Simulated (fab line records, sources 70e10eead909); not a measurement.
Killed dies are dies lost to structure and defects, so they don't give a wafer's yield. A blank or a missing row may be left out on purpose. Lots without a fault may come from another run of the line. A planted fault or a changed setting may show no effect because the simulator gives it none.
fab line records | flow nand_harc
record lots=24 wafers=72 last_day=25
route steps=1159 shown A_SGD_CUT@762 A_CONTACT@859 A_BLC@977
lots that met no fault: from a run of the same line without faults
start_h: hours from the record's first day to the start of the lot's first wafer shown | wait_h: hours since the lot's step before | " the same as in the row above | L1.1+2: a row that stands for several wafers | - no value, or no start given | * or withheld: withheld | < > ~ a bound
route shown NAME@n: a module of which the file shows steps, and the number in the route of the first | usual: mean/standard deviation of fault-free wafers | same: alike in all rows | chamber/n: place in a boat | sites: the reading at each site | _std_site: their standard deviation | _edge_site: outer sites' mean less inner sites' | radius_mm: how far each site lies from the wafer's centre | mask NAME#n: copy n | behind: the tool/chamber that last shaped the wafer | hold: why the lot was held/for how many hours/how that ended | device: the transistor (n, p or np) that didn't switch | end of line: the same wafers' tests at the end of the route | a step without rows: its recipe alone | killed: dies lost to structure and defects at the first sort, not the wafer's yield | map: a wafer's dies, x killed, . not, _ none there
set.NAME: the setting as run; set.NAME@STEP: as run at that earlier step | model.NAME: the simulator's own value behind a step, which no gauge read
steps of the route over a sample of lots; a table a step, a row a wafer
services: from which hour (start_h, from the record's first day; less than 0 if before it) a tool's chamber was out of use, for how many hours, and why
## steps
# step NHARC_A_SGD_CUT_ETCH_58
# recipe target_depth_a=390 over_etch_frac=0.3 time_s=65 ion_energy_ev=80 cf4_flow_sccm=150 ar_flow_sccm=0 rf_w=300 bias_w=100 chemistry=CF4
# usual drypump_motor_current_A=5.8/0.52 oes_product_au=0.998/0.011 rf_vpp_V=150.8/1.2 showerhead_plenum_p_Torr=1.74/0.07 throttle_valve_pct=13.283/0.0083
# columns lot.wafer tool chamber start_h wait_h drypump_motor_current_A oes_product_au rf_hours_counter_h rf_vpp_V showerhead_plenum_p_Torr throttle_valve_pct
L074.3 rie_diel-03 1 310.89 0.1 5.4 0.994 9 150.4 1.71 13.290
L074.4 " 2 " " 6.3 1.005 8 151.2 1.81 13.287
L074.5 " 3 " " 5.7 1.006 - 150.6 1.85 13.268
L075.4 rie_diel-07 1 311.04 0.1 5.7 1.002 5 150.8 1.66 13.299
L075.2 " 0 " " 5.3 1.000 5 151.6 1.82 13.288
L075.5 " 2 " " 6.6 1.011 - 151.2 1.74 13.285
L076.2 rie_diel-12 3 311.08 0.1 5.0 1.002 12 152.0 1.70 13.295
L076.3 " 0 " " 5.7 1.004 12 150.4 1.67 13.274
L076.6 " 2 " " 6.1 0.998 - 150.6 1.86 13.280
L079.1 rie_diel-07 2 325.20 0.1 6.5 0.996 5 150.2 1.74 13.278
L079.4 " 3 " " 6.6 1.002 - 149.1 1.69 13.292
L079.5 " 2 " " 6.5 0.991 - 151.0 1.74 13.269
L077.4 rie_diel-03 1 325.82 0.1 5.4 0.990 10 151.2 1.70 13.277
L077.1 " 2 " " 6.3 0.998 9 150.5 1.81 13.270
L077.5 " 3 " " 5.7 1.003 - 151.7 1.85 13.275
L078.1 rie_diel-07 0 332.66 0.1 5.3 0.998 6 151.6 1.82 13.268
L078.4 " 1 " " 5.6 1.005 6 150.0 1.66 13.275
L078.3 " 3 " " 6.6 1.007 7 149.2 1.69 13.285
L080.2 rie_diel-07 2 341.33 0.1 6.5 1.009 6 151.2 1.74 13.271
L080.5 " 2 " " 6.6 1.001 - 150.4 1.74 13.281
L080.6 " 3 " " 6.6 1.005 - 151.6 1.69 13.288
L081.4 rie_diel-03 1 350.49 0.1 5.4 0.981 12 151.3 1.70 13.287
L081.2 " 3 " " 5.7 1.002 10 152.6 1.85 13.291
L081.6 " 0 " " 5.5 0.980 - 149.6 1.66 13.280
L084.3 rie_diel-07 0 360.38 0.1 5.4 1.013 8 150.8 1.82 13.261
L084.1 " 1 " " 5.7 1.013 9 151.9 1.66 13.274
L084.4 " 2 " " 6.6 1.006 8 150.8 1.74 13.292
L082.1 rie_diel-12 3 360.56 0.1 5.0 1.002 17 151.4 1.70 13.281
L082.2 " 1 " " 5.2 1.008 16 150.5 1.71 13.285
L082.6 " 2 " " 6.2 0.997 - 151.1 1.86 13.274
L083.4 rie_diel-12 2 360.59 0.1 6.2 0.991 17 151.6 1.86 13.278
L083.3 " 0 " " 5.7 0.995 16 148.7 1.67 13.292
L083.5 " 3 " " 5.0 1.009 - 151.0 1.70 13.295
L087.2 rie_diel-03 2 382.41 0.1 6.3 0.984 15 151.0 1.81 13.276
L087.4 " 1 " " 5.4 0.968 15 149.9 1.70 13.280
L087.5 " 3 " " 5.7 0.995 - 151.2 1.84 13.284
L086.2 rie_diel-07 3 382.74 0.1 6.6 0.995 11 149.7 1.69 13.292
L086.3 " 1 " " 5.7 1.003 11 151.5 1.66 13.284
L086.5 " 1 " " 5.7 0.985 - 150.0 1.66 13.281
L088.3 rie_diel-03 1 383.01 0.1 5.4 0.975 15 149.5 1.70 13.288
L088.1 " 3 " " 5.7 0.987 13 150.5 1.84 13.274
L088.6 " 2 " " 6.3 0.970 - 152.1 1.80 13.284
L085.3 rie_diel-07 3 392.46 0.1 6.6 1.011 11 150.1 1.69 13.280
L085.1 " 1 " " 5.7 1.000 12 149.9 1.66 13.296
L085.2 " 2 " " 6.5 0.999 11 151.1 1.74 13.293
L089.3 rie_diel-07 3 392.86 0.1 6.7 1.002 12 148.5 1.69 13.287
L089.5 " 1 " " 5.7 1.002 - 149.2 1.66 13.271
L089.6 " 2 " " 6.5 1.004 - 152.5 1.74 13.272
L090.1 rie_diel-12 1 404.75 0.1 5.1 0.998 3 151.7 1.71 13.292
L090.4 " 2 " " 6.1 0.994 1 152.5 1.86 13.288
L090.5 " 3 " " 5.0 0.996 - 151.4 1.70 13.286
L091.4 rie_diel-03 2 405.06 0.1 6.3 0.988 1 152.8 1.80 13.293
L091.3 " 1 " " 5.4 0.994 1 150.2 1.70 13.259
L091.5 " 3 " " 5.7 1.009 - 151.1 1.84 13.286
L093.3 rie_diel-12 3 420.62 0.1 5.0 0.986 4 150.6 1.70 13.295
L093.1 " 2 " " 6.2 0.991 2 152.7 1.86 13.286
L093.5 " 0 " " 5.7 0.998 - 149.9 1.66 13.279
L092.3 rie_diel-03 2 420.93 0.1 6.3 0.992 3 151.1 1.80 13.280
L092.6 " 1 " " 5.4 0.994 - 151.5 1.70 13.278
L092.5 " 3 " " 5.7 1.005 - 152.5 1.84 13.281
L094.3 rie_diel-07 3 428.25 0.1 6.6 1.004 0 150.8 1.69 13.295
L094.1 " 0 " " 5.4 0.999 0 152.3 1.82 13.294
L094.6 " 2 " " 6.6 0.999 - 149.5 1.74 13.276
L097.2 rie_diel-07 2 446.89 0.1 6.5 1.013 2 150.9 1.74 13.291
L097.1 " 0 " " 5.4 0.984 1 151.4 1.82 13.284
L097.6 " 1 " " 5.7 0.993 - 150.0 1.66 13.288
L095.1 rie_diel-12 0 456.96 0.1 5.7 1.002 6 149.3 1.66 13.289
L095.3 " 3 " " 5.0 0.991 6 148.8 1.70 13.286
L095.5 " 0 " " 5.7 1.001 - 149.4 1.66 13.291
L096.2 rie_diel-03 1 457.47 0.1 5.4 1.006 7 151.1 1.70 13.273
L096.4 " 3 " " 5.7 1.021 7 152.3 1.84 13.280
L096.5 " 2 " " 6.3 1.005 - 151.2 1.80 13.276
# step NHARC_A_CONTACT_ETCH_49
# recipe target_depth_a=2600 over_etch_frac=0.3 time_s=475.3 ion_energy_ev=200 n2_flow_sccm=150 h2_flow_sccm=150 ar_flow_sccm=0 rf_w=400 bias_w=150 chemistry=N2/H2
# usual drypump_motor_current_A=5.8/0.49 oes_product_au=1.001/0.011 rf_vpp_V=429.8/2.9 showerhead_plenum_p_Torr=2.02/0.1 throttle_valve_pct=14.171/0.0094
# columns lot.wafer tool chamber start_h wait_h drypump_motor_current_A oes_product_au rf_hours_counter_h rf_vpp_V showerhead_plenum_p_Torr throttle_valve_pct
L075.4 rie_diel-08 1 - - 6.1 0.979 12 429.0 1.99 14.171
L075.2 " 2 " " 4.9 1.003 12 434.1 2.16 14.177
L075.5 " 3 " " 6.2 1.009 - 425.9 1.94 14.164
L074.3 rie_diel-06 0 - - 5.6 1.003 43 425.3 1.89 14.178
L074.4 " 2 " " 5.7 0.993 45 426.3 1.91 14.162
L074.5 " 3 " " 5.7 1.007 - 432.2 2.10 14.149
L076.3 rie_diel-08 3 - - 6.2 1.007 7 429.1 1.94 14.168
L076.2 " 0 " " 6.3 1.017 10 428.3 1.97 14.185
L076.6 " 0 " " 6.4 1.010 - 429.6 1.96 14.172
L077.1 rie_diel-08 2 - - 4.9 1.001 14 435.5 2.16 14.157
L077.4 " 0 " " 6.3 1.006 12 428.9 1.96 14.169
L077.5 " 3 " " 6.2 1.016 - 428.2 1.94 14.177
L079.1 rie_diel-08 1 - - 6.1 0.986 16 429.8 1.99 14.166
L079.4 " 1 " " 6.1 0.986 - 427.9 1.99 14.184
L079.5 " 3 " " 6.2 1.008 - 426.5 1.94 14.175
L078.3 rie_diel-08 0 - - 6.3 1.002 14 428.8 1.96 14.172
L078.1 " 1 " " 6.1 0.970 18 430.1 1.99 14.164
L078.4 " 3 " " 6.2 1.013 11 426.1 1.94 14.171
L080.2 rie_diel-04 1 - - 5.5 0.998 34 428.1 2.00 14.160
L080.5 " 2 " " 5.6 0.994 - 434.9 2.19 14.167
L080.6 " 3 " " 6.0 0.986 - 433.0 2.10 14.190
L081.4 rie_diel-08 1 - - 6.2 0.982 21 430.0 1.99 14.175
L081.2 " 3 " " 6.2 1.010 14 428.1 1.94 14.154
L081.6 " 1 " " 6.2 0.988 - 429.8 1.99 14.177
L082.2 rie_diel-08 3 - - 6.2 1.003 15 427.5 1.94 14.159
L082.1 " 1 " " 6.1 0.972 22 430.5 1.98 14.170
L082.6 " 2 " " 4.9 1.005 - 434.3 2.16 14.181
L084.3 rie_diel-08 2 - - 4.9 0.995 21 434.5 2.16 14.169
L084.1 " 3 " " 6.2 1.013 16 426.8 1.94 14.176
L084.4 " 1 " " 6.1 0.990 23 428.2 1.98 14.170
L083.3 rie_diel-04 1 - - 5.5 0.997 45 430.1 1.99 14.152
L083.5 " 2 " " 5.6 0.990 - 436.0 2.18 14.162
L083.4 " 0 " " 5.7 0.999 - 431.2 2.08 14.193
L088.1 rie_diel-08 2 - - 4.9 0.997 22 434.5 2.16 14.168
L088.3 " 0 " " 6.3 1.012 21 429.5 1.96 14.181
L088.6 " 2 " " 4.9 1.008 - 434.4 2.16 14.154
L087.4 rie_diel-06 0 - - 5.6 1.006 2 435.2 2.22 14.168
L087.2 " 1 " " 6.2 0.982 2 428.4 1.90 14.180
L087.5 " 3 " " 5.8 0.999 - 432.4 2.09 14.158
L086.2 rie_diel-06 1 - - 6.3 0.991 3 427.0 1.90 14.169
L086.3 " 3 " " 5.8 1.010 4 429.6 2.09 14.185
L086.5 " 2 " " 5.7 1.002 - 427.2 1.90 14.159
L089.3 rie_diel-08 3 - - 6.2 1.008 20 427.2 1.94 14.174
L089.5 " 2 " " 4.9 0.994 - 433.1 2.16 14.173
L089.6 " 3 " " 6.2 1.006 - 429.3 1.94 14.165
L085.3 rie_diel-06 1 - - 6.2 0.991 9 426.5 1.90 14.170
L085.1 " 2 " " 5.7 0.991 10 426.2 1.90 14.178
L085.2 " 0 " " 5.6 1.014 8 433.6 2.21 14.183
L091.3 rie_diel-08 0 - - 6.3 1.000 25 430.0 1.96 14.164
L091.4 " 1 " " 6.2 0.983 30 430.5 1.98 14.183
L091.5 " 3 " " 6.2 1.007 - 427.7 1.94 14.178
L090.4 rie_diel-08 0 - - 6.3 1.002 26 428.8 1.96 14.170
L090.1 " 2 " " 4.9 1.001 28 432.7 2.16 14.180
L090.5 " 1 " " 6.1 0.981 - 430.2 1.98 14.173
L093.3 rie_diel-06 2 - - 5.7 0.989 21 426.6 1.89 14.168
L093.1 " 3 " " 5.8 1.003 21 430.5 2.09 14.181
L093.5 " 0 " " 5.6 0.999 - 434.4 2.21 14.182
L092.3 rie_diel-06 3 - - 5.7 1.000 21 430.5 2.09 14.177
L092.6 " 1 " " 6.3 0.984 - 426.8 1.90 14.171
L092.5 " 2 " " 5.7 0.994 - 427.2 1.89 14.169
L094.1 rie_diel-08 3 - - 6.2 1.010 0 428.3 1.93 14.165
L094.3 " 2 " " 4.9 1.016 0 433.2 2.16 14.164
L094.6 " 3 " " 6.2 1.014 - 428.2 1.93 14.180
L097.1 rie_diel-08 3 - - 6.2 1.010 2 426.7 1.93 14.161
L097.2 " 1 " " 6.1 0.991 1 430.3 1.98 14.164
L097.6 " 2 " " 4.9 1.005 - 433.1 2.16 14.165
L095.3 rie_diel-08 1 - - 6.1 1.004 3 428.4 1.98 14.171
L095.1 " 2 " " 4.9 1.012 4 433.2 2.16 14.192
L095.5 " 2 " " 4.9 1.026 - 434.7 2.16 14.161
L096.4 rie_diel-08 2 - - 4.9 1.003 5 434.7 2.16 14.163
L096.2 " 0 " " 6.3 1.001 6 428.8 1.96 14.160
L096.5 " 2 " " 4.9 1.010 - 434.0 2.16 14.174
# step NHARC_A_CONTACT_ETCH_121
# recipe source_w=withheld pressure_mtorr=20 bias_v=3000 time_s=94 target_depth_a=9220 ar_flow_sccm=withheld c4f8_flow_sccm=withheld o2_flow_sccm=withheld chemistry=C4F8/O2/Ar
# columns lot.wafer tool chamber start_h wait_h rf_hours_counter_h
L075.2 har_cap_etch-02 0 369.22 0.1 8
L075.4 " 1 " " -
L075.5 " 1 " " -
L074.4 har_cap_etch-03 1 369.96 0.1 -
L074.3 " 0 " " -
L074.5 " 1 " " -
L076.2 har_cap_etch-01 1 371.94 0.1 58
L076.3 " 1 " " -
L076.6 " 0 " " -
L077.1 har_cap_etch-03 1 382.32 0.1 88
L077.4 " 1 " " -
L077.5 " 1 " " -
L079.1 har_cap_etch-01 1 387.74 0.1 61
L079.4 " 1 " " -
L079.5 " 0 " " -
L078.1 har_cap_etch-03 0 392.44 0.1 90
L078.3 " 1 " " -
L078.4 " 0 " " -
L080.2 har_cap_etch-03 0 397.84 0.1 91
L080.5 " 1 " " -
L080.6 " 0 " " -
L081.2 har_cap_etch-03 1 408.91 0.1 94
L081.4 " 1 " " -
L081.6 " 0 " " -
L082.1 har_cap_etch-03 1 422.64 0.1 95
L082.2 " 0 " " 95
L082.6 " 1 " " -
L084.1 har_cap_etch-01 0 425.97 0.1 66
L084.4 " 1 " " -
L084.3 " 0 " " -
L083.4 har_cap_etch-03 1 428.60 0.1 -
L083.3 " 0 " " -
L083.5 " 1 " " -
L088.1 har_cap_etch-02 1 436.52 0.1 18
L088.3 " 1 " " -
L088.6 " 1 " " -
L087.2 har_cap_etch-01 1 436.72 0.1 69
L087.4 " 1 " " -
L087.5 " 0 " " -
L086.2 har_cap_etch-01 0 441.55 0.1 70
L086.3 " 1 " " -
L086.5 " 0 " " -
L089.3 har_cap_etch-02 1 450.85 0.1 -
L089.6 " 1 " " -
L089.5 " 0 " " -
L085.2 har_cap_etch-03 0 451.07 0.1 101
L085.1 " 1 " " 101
L085.3 " 1 " " -
L091.3 har_cap_etch-02 0 461.33 0.1 -
L091.4 " 1 " " -
L091.5 " 0 " " -
L090.1 har_cap_etch-01 1 462.98 0.1 75
L090.4 " 0 " " -
L090.5 " 0 " " -
L093.1 har_cap_etch-01 0 475.42 0.1 78
L093.3 " 1 " " -
L093.5 " 1 " " -
L092.3 har_cap_etch-03 1 476.63 0.1 -
L092.5 " 0 " " -
L092.6 " 1 " " -
L094.1 har_cap_etch-02 0 490.22 0.1 27
L094.3 " 0 " " -
L094.6 " 1 " " -
L097.2 har_cap_etch-03 0 504.97 0.1 109
L097.1 " 1 " " 109
L097.6 " 0 " " -
L095.1 har_cap_etch-02 1 519.78 0.1 31
L095.3 " 0 " " -
L095.5 " 0 " " -
L096.2 har_cap_etch-02 0 523.93 0.1 32
L096.4 " 1 " " -
L096.5 " 0 " " -
# step NHARC_A_CONTACT_ETCH_130
# recipe source_w=withheld pressure_mtorr=20 bias_v=1200 time_s=155 target_depth_a=9560 ar_flow_sccm=withheld c4f8_flow_sccm=withheld o2_flow_sccm=withheld chemistry=C4F8/O2/Ar
# columns lot.wafer tool chamber start_h wait_h rf_hours_counter_h
L074.3 har_cap_etch-03 1 378.17 0.1 -
L074.4 " 0 " " -
L074.5 " 1 " " -
L076.2 har_cap_etch-01 1 379.76 0.1 59
L076.3 " 0 " " -
L076.6 " 0 " " -
L075.2 har_cap_etch-02 1 380.13 0.1 10
L075.4 " 0 " " -
L075.5 " 1 " " -
L077.1 har_cap_etch-02 1 389.48 0.1 12
L077.4 " 0 " " -
L077.5 " 1 " " -
L079.1 har_cap_etch-02 0 395.95 0.1 13
L079.4 " 1 " " -
L079.5 " 0 " " -
L078.1 har_cap_etch-01 0 399.67 0.1 63
L078.3 " 0 " " -
L078.4 " 1 " " -
L080.2 har_cap_etch-03 0 405.89 0.1 92
L080.5 " 1 " " -
L080.6 " 0 " " -
L081.2 har_cap_etch-01 1 417.73 0.1 65
L081.4 " 0 " " -
L081.6 " 1 " " -
L082.1 har_cap_etch-02 1 429.93 0.1 17
L082.2 " 0 " " 17
L082.6 " 0 " " -
L084.1 har_cap_etch-01 1 433.79 0.1 67
L084.4 " 0 " " -
L084.3 " 1 " " -
L083.3 har_cap_etch-03 0 435.27 0.1 -
L083.4 " 1 " " -
L083.5 " 1 " " -
L088.1 har_cap_etch-02 1 443.96 0.1 20
L088.3 " 1 " " -
L088.6 " 1 " " -
L087.2 har_cap_etch-03 1 444.31 0.1 100
L087.4 " 0 " " -
L087.5 " 0 " " -
L086.2 har_cap_etch-01 0 448.29 0.1 71
L086.3 " 1 " " -
L086.5 " 0 " " -
L089.3 har_cap_etch-03 1 458.31 0.2 -
L089.5 " 1 " " -
L089.6 " 0 " " -
L085.1 har_cap_etch-01 0 458.42 0.1 74
L085.2 " 1 " " 74
L085.3 " 0 " " -
L091.3 har_cap_etch-01 0 467.91 0.1 -
L091.4 " 1 " " -
L091.5 " 1 " " -
L090.1 har_cap_etch-03 0 471.67 0.2 105
L090.4 " 0 " " -
L090.5 " 0 " " -
L093.1 har_cap_etch-01 1 485.99 0.1 79
L093.3 " 1 " " -
L093.5 " 0 " " -
L092.3 har_cap_etch-03 1 486.27 0.1 -
L092.6 " 1 " " -
L092.5 " 0 " " -
L094.1 har_cap_etch-02 1 497.01 0.1 28
L094.3 " 1 " " -
L094.6 " 0 " " -
L097.2 har_cap_etch-02 1 513.09 0.1 29
L097.1 " 0 " " 29
L097.6 " 1 " " -
L095.1 har_cap_etch-03 1 528.56 0.1 113
L095.3 " 0 " " -
L095.5 " 0 " " -
L096.2 har_cap_etch-02 0 534.10 0.1 34
L096.4 " 0 " " -
L096.5 " 1 " " -
# step NHARC_A_CONTACT_CD_MEAS_80
# usual cd_nm=189.8/0.74
# columns lot.wafer tool chamber start_h wait_h cd_nm
L074.3 cd_sem-01 - 379.33 - 189.8
L074.4 " - " " 189.4
L074.5 " - " " 189.5
L076.2 cd_sem-02 - 380.95 - 189.7
L076.3 " - " " 190.4
L076.6 " - " " 190.3
L075.2 cd_sem-03 - 381.44 - 189.9
L075.4 " - " " 189.4
L075.5 " - " " 190.1
L077.1 cd_sem-03 - 390.72 - 190.0
L077.4 " - " " 190.1
L077.5 " - " " 190.0
L079.1 cd_sem-03 - 397.18 - 189.0
L079.4 " - " " 189.6
L079.5 " - " " 190.3
L078.1 cd_sem-03 - 400.88 - 189.6
L078.3 " - " " 188.6
L078.4 " - " " 189.0
L080.2 cd_sem-01 - 407.15 - 189.5
L080.5 " - " " 188.9
L080.6 " - " " 189.7
L081.2 cd_sem-02 - 418.92 - 190.3
L081.4 " - " " 189.8
L081.6 " - " " 191.0
L082.1 cd_sem-03 - 431.17 - 189.9
L082.2 " - " " 189.6
L082.6 " - " " 189.5
L084.1 cd_sem-01 - 435.32 - 190.4
L084.3 " - " " 189.4
L084.4 " - " " 189.6
L083.3 cd_sem-02 - 436.54 - 190.1
L083.4 " - " " 189.0
L083.5 " - " " 190.3
L088.1 cd_sem-02 - 445.18 - 190.2
L088.3 " - " " 189.8
L088.6 " - " " 190.0
L087.2 cd_sem-02 - 445.50 - 189.7
L087.4 " - " " 188.7
L087.5 " - " " 189.1
L086.2 cd_sem-02 - 449.87 - 189.5
L086.3 " - " " 189.0
L086.5 " - " " 189.7
L085.1 cd_sem-01 - 459.67 - 191.1
L085.2 " - " " 190.3
L085.3 " - " " 191.0
L089.3 cd_sem-03 - 459.73 - 190.7
L089.5 " - " " 189.7
L089.6 " - " " 190.6
L091.3 cd_sem-01 - 469.08 - 190.3
L091.4 " - " " 190.5
L091.5 " - " " 190.0
L090.1 cd_sem-02 - 473.18 - 187.6
L090.4 " - " " 188.2
L090.5 " - " " 188.4
L093.1 cd_sem-01 - 487.21 - 190.1
L093.3 " - " " 190.1
L093.5 " - " " 190.2
L092.3 cd_sem-03 - 487.44 - 189.2
L092.5 " - " " 188.1
L092.6 " - " " 189.0
L094.1 cd_sem-03 - 498.19 - 190.1
L094.3 " - " " 190.4
L094.6 " - " " 189.7
L097.1 cd_sem-02 - 514.36 - 189.2
L097.2 " - " " 190.0
L097.6 " - " " 189.7
L095.1 cd_sem-01 - 529.75 - 191.7
L095.3 " - " " 191.0
L095.5 " - " " 191.1
L096.2 cd_sem-02 - 535.39 - 191.4
L096.4 " - " " 190.8
L096.5 " - " " 191.1
# step NHARC_A_BLC_DESCUM_15
# recipe time_s=3 o2_flow_sccm=200 ar_flow_sccm=0 bias_power_w=0 chemistry=O2
# usual drypump_motor_current_A=5.6/0.42 oes_product_au=0.997/0.0098 rf_vpp_V=57.7/0.91 showerhead_plenum_p_Torr=1.87/0.086 throttle_valve_pct=11.311/0.0088
# columns lot.wafer tool chamber start_h wait_h drypump_motor_current_A oes_product_au rf_hours_counter_h rf_vpp_V showerhead_plenum_p_Torr throttle_valve_pct
L074.3 rie_diel-03 0 392.14 0.1 5.5 0.979 16 57.3 1.78 11.299
L074.4 " 1 " " 5.4 0.979 16 58.9 1.84 11.307
L074.5 " 0 " " 5.5 0.975 - 56.9 1.78 11.330
L076.2 rie_diel-12 1 395.75 0.1 5.2 1.004 1 57.4 1.84 11.296
L076.3 " 3 " " 5.0 1.006 1 55.9 1.83 11.299
L076.6 " 3 " " 5.0 1.007 - 58.4 1.83 11.309
L075.2 rie_diel-12 1 396.47 0.1 5.2 1.004 1 56.2 1.84 11.312
L075.4 " 3 " " 5.0 0.994 - 58.4 1.83 11.317
L075.5 " 0 " " 5.7 0.995 - 58.0 1.79 11.305
L077.1 rie_diel-12 3 399.28 0.1 5.0 0.997 2 57.2 1.83 11.305
L077.4 " 1 " " 5.2 1.008 - 57.6 1.84 11.313
L077.5 " 0 " " 5.7 1.000 - 55.8 1.79 11.309
L079.1 rie_diel-12 3 405.64 0.1 5.0 0.991 3 56.9 1.83 11.322
L079.4 " 1 " " 5.2 1.015 3 57.1 1.84 11.322
L079.5 " 3 " " 5.0 1.003 - 58.0 1.83 11.307
L078.3 rie_diel-03 1 411.80 0.1 5.4 0.997 1 56.9 1.84 11.299
L078.1 " 2 " " 6.3 0.994 1 58.1 1.96 11.316
L078.4 " 3 " " 5.7 1.010 1 58.1 2.00 11.319
L080.2 rie_diel-05 1 421.29 0.1 5.7 0.989 26 58.1 1.80 11.301
L080.5 " 2 " " 5.3 0.986 - 59.7 1.88 11.313
L080.6 " 3 " " 5.8 1.000 - 59.3 2.05 11.298
L081.4 rie_diel-12 1 431.04 0.1 5.2 1.007 5 57.7 1.84 11.326
L081.2 " 2 " " 6.2 0.994 3 59.0 2.02 11.318
L081.6 " 1 " " 5.2 1.014 - 57.5 1.84 11.298
L082.1 rie_diel-03 2 445.34 0.1 6.3 0.971 5 58.9 1.95 11.316
L082.2 " 0 " " 5.5 0.981 3 57.9 1.78 11.303
L082.6 " 1 " " 5.4 0.989 - 57.4 1.84 11.318
L084.3 rie_diel-03 3 448.59 0.1 5.7 1.008 6 57.5 2.00 11.301
L084.1 " 1 " " 5.4 1.003 6 56.8 1.84 11.302
L084.4 " 2 " " 6.3 0.987 6 57.9 1.95 11.313
L083.3 rie_diel-12 1 448.89 0.1 5.2 1.017 6 59.1 1.84 11.289
L083.4 " 3 " " 5.0 0.998 6 58.1 1.83 11.301
L083.5 " 0 " " 5.7 1.004 - 56.6 1.79 11.319
L088.3 rie_diel-03 0 456.41 0.1 5.5 0.996 5 56.6 1.78 11.305
L088.1 " 1 " " 5.4 1.008 7 56.2 1.84 11.312
L088.6 " 0 " " 5.5 0.993 - 57.0 1.78 11.300
L087.2 rie_diel-12 1 457.03 0.1 5.2 1.004 7 58.3 1.84 11.316
L087.4 " 2 " " 6.2 0.974 5 57.6 2.02 11.306
L087.5 " 3 " " 5.0 0.978 - 58.1 1.83 11.307
L086.3 rie_diel-03 2 459.58 0.1 6.3 0.990 7 58.5 1.95 11.311
L086.2 " 3 " " 5.7 1.000 8 58.4 2.00 11.318
L086.5 " 2 " " 6.3 0.989 - 59.1 1.95 11.301
L089.3 rie_diel-03 1 470.05 0.1 5.4 0.999 9 57.8 1.83 11.299
L089.6 " 0 " " 5.5 1.000 - 58.2 1.78 11.314
L089.5 " 1 " " 5.4 0.997 - 56.4 1.83 11.329
L085.3 rie_diel-12 2 470.38 0.1 6.2 0.989 7 57.8 2.02 11.306
L085.2 " 3 " " 5.0 0.997 8 57.5 1.83 11.319
L085.1 " 1 " " 5.1 1.004 8 57.5 1.84 11.336
L091.3 rie_diel-12 1 478.01 0.1 5.1 1.012 9 56.6 1.84 11.313
L091.4 " 2 " " 6.1 0.989 7 59.7 2.01 11.315
L091.5 " 0 " " 5.7 1.003 - 57.1 1.79 11.311
L090.4 rie_diel-12 0 492.98 0.1 5.7 0.987 10 55.4 1.79 11.295
L090.1 " 2 " " 6.2 0.998 8 57.6 2.01 11.323
L090.5 " 0 " " 5.7 1.005 - 57.4 1.79 11.300
L093.3 rie_diel-12 2 500.83 0.1 6.1 0.988 9 59.3 2.01 11.303
L093.1 " 0 " " 5.7 0.987 11 57.0 1.79 11.292
L093.5 " 2 " " 6.2 0.989 - 57.0 2.01 11.306
L092.3 rie_diel-03 2 501.64 0.1 6.3 0.996 12 56.3 1.95 11.307
L092.5 " 3 " " 5.7 1.008 - 58.0 2.00 11.298
L092.6 " 0 " " 5.5 0.996 - 56.5 1.78 11.312
L094.3 rie_diel-12 2 509.43 0.1 6.2 0.989 10 58.1 2.01 11.314
L094.1 " 1 " " 5.1 1.006 13 57.1 1.84 11.300
L094.6 " 3 " " 5.0 0.990 - 56.8 1.83 11.310
L097.2 rie_diel-03 1 524.06 0.1 5.4 1.013 15 57.4 1.83 11.315
L097.1 " 0 " " 5.5 0.991 11 56.2 1.78 11.308
L097.6 " 1 " " 5.4 1.011 - 58.1 1.83 11.315
L095.1 rie_diel-03 2 542.94 0.1 6.3 0.998 17 57.8 1.95 11.320
L095.3 " 0 " " 5.5 0.986 13 57.5 1.78 11.319
L095.5 " 2 " " 6.3 0.986 - 58.2 1.95 11.308
L096.2 rie_diel-12 2 547.73 0.1 6.1 0.989 15 59.5 2.01 11.306
L096.4 " 3 " " 5.0 0.988 16 57.6 1.83 11.312
L096.5 " 2 " " 6.2 0.998 - 58.0 2.01 11.308
## services
# columns tool chamber start_h hours kind
rie_diel-03 0 287.03 1.4 repair
har_cap_etch-01 - 292.64 0.3 repair
rie_diel-12 - 295.60 0.4 repair
rie_diel-12 1 300.57 6.0 repair
rie_diel-08 - 301.86 9.0 pm
har_cap_etch-02 - 305.00 17.0 pm
rie_diel-08 3 337.79 26.4 repair
rie_diel-08 0 346.69 9.6 repair
rie_diel-12 - 379.43 9.0 pm
rie_diel-08 2 384.74 5.2 repair
rie_diel-12 2 390.66 11.2 repair
rie_diel-03 - 392.30 9.0 pm
har_cap_etch-02 - 407.79 0.4 repair
rie_diel-03 0 417.05 9.7 repair
rie_diel-03 - 428.97 0.8 repair
rie_diel-12 1 435.64 4.4 repair
rie_diel-03 1 442.17 2.5 repair
rie_diel-03 3 472.58 4.9 repair
rie_diel-08 - 478.86 9.0 pm
rie_diel-03 0 479.40 12.8 repair
rie_diel-08 - 504.61 0.9 repair
rie_diel-08 1 510.47 3.5 repair
rie_diel-08 1 539.98 9.6 repair
har_cap_etch-03 - 545.00 17.0 pm
## key
fault none
